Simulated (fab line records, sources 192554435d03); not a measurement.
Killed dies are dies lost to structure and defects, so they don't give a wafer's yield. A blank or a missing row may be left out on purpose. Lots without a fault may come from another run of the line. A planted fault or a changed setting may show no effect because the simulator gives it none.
Chamber matching | flow n5_finfet | N5_BEOL_M10_ETCH_62 on rie_diel-04: 4 sister chambers
The step etches SOC in N2/H2, target depth 110 nm, overetch 22 nm, time 165 s. 8 wafers are shown with their chamber, then 9 later ones without.

WAFERS WITH THEIR CHAMBER
wafer  | chamber | drypump_motor_current_A (A) | showerhead_plenum_p_Torr (Torr)
L079.1 | 3       | 5.0                         | 2.69
L079.2 | 0       | 5.9                         | 2.53
L079.6 | 1       | 5.4                         | 2.51
L082.5 | 3       | 5.0                         | 2.69
L082.6 | 2       | 5.6                         | 2.62
L090.3 | 2       | 5.7                         | 2.61
L090.4 | 0       | 5.9                         | 2.52
L090.6 | 1       | 5.4                         | 2.50

WAFERS WITHOUT THEIR CHAMBER
wafer  | drypump_motor_current_A (A) | showerhead_plenum_p_Torr (Torr)
L089.3 | 5.0                         | 2.68
L089.5 | 5.7                         | 2.61
L089.6 | 5.4                         | 2.50
L094.1 | 5.4                         | 2.49
L094.2 | 5.9                         | 2.52
L094.4 | 4.9                         | 2.68
L093.1 | 5.7                         | 2.61
L093.2 | 5.4                         | 2.49
L093.4 | 5.9                         | 2.52

WHICH CHAMBER EACH WENT THROUGH
wafer  | from the rows above | in truth
L089.3 | 3                   | 3
L089.5 | 2                   | 2
L089.6 | 1                   | 1
L094.1 | 1                   | 1
L094.2 | 0                   | 0
L094.4 | 3                   | 3
L093.1 | 2                   | 2
L093.2 | 1                   | 1
L093.4 | 0                   | 0
Placed correctly: 9 of 9. Can't be placed from these rows: 0. Placed wrongly: 0.
How it was worked out, from the rows above alone: a wafer's distance from a chamber is the root of the sum, over the readings, of the square of ((its reading less the chamber's mean) divided by the reading's scatter). The wafer belongs to the nearest chamber; if the next one is less than 2 further off, it can't be placed. A chamber's mean is the mean of its shown wafers. The scatter: the root of (the sum of the squares of (reading less its chamber's mean) over the shown wafers, divided by (wafers less chambers)).
